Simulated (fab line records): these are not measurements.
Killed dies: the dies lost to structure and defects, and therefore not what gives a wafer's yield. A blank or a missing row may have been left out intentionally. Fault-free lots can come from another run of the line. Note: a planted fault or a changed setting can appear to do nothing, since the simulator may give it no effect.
Shared-tool check -- flow nand_harc -- 3 lots, 9 wafers sampled

## THE REASON FOR OPENING IT
On 3 of the 3 lots, a flag is raised at NHARC_END_SORT_01 on the reading killed_at_array. Fault-free wafers read 26, with a standard deviation of 9.
Rule: a lot is flagged when every wafer of it that has a number lies more than 4 standard deviations from that mean, or none has a number. The other lots count as sound.

lot,measured,on,"killed_at_array, wafer by wafer",flag
L594,day 22 10:04,prober-02,672 675 674,FLAGGED
L595,day 22 11:40,prober-01,676 676 677,FLAGGED
L597,day 23 04:27,prober-02,675 671 674,FLAGGED
On average the flagged lots' numbers are 674, which is +648 against the usual, or +72 standard deviations.

## WHICH TOOL EACH LOT WENT THROUGH
The record holds 1 process step before the reading, out of a route of 1159 steps. Each cell gives the tool, then ch followed by the chambers the sampled wafers passed through, then the start.
lot,flag,NHARC_A_ONON_D1_DEP_22
L594,FLAGGED,"pecvd_onon-01, day 11 14:17"
L595,FLAGGED,"pecvd_onon-02, day 11 14:26"
L597,FLAGGED,"pecvd_onon-03, day 11 14:23"
What these steps do:
- NHARC_A_ONON_D1_DEP_22: target thk 1000 nm.
- NHARC_END_SORT_01

## FLAGGED AGAINST TOTAL, ONE TOOL AT A TIME (gauges that did the reading follow at the end)
step,tool,lots run,flagged,share of the flagged lots,sound lots run after its first flagged lot
NHARC_A_ONON_D1_DEP_22,pecvd_onon-01,1,1,some,0
NHARC_A_ONON_D1_DEP_22,pecvd_onon-02,1,1,some,0
NHARC_A_ONON_D1_DEP_22,pecvd_onon-03,1,1,some,0
NHARC_END_SORT_01,prober-01,1,1,some,0
NHARC_END_SORT_01,prober-02,2,2,some,0

## WHAT IS ALLOWED BY THE TABLE
No row of the table ran every flagged lot.

## WHAT THE SIMULATOR HAD INSERTED
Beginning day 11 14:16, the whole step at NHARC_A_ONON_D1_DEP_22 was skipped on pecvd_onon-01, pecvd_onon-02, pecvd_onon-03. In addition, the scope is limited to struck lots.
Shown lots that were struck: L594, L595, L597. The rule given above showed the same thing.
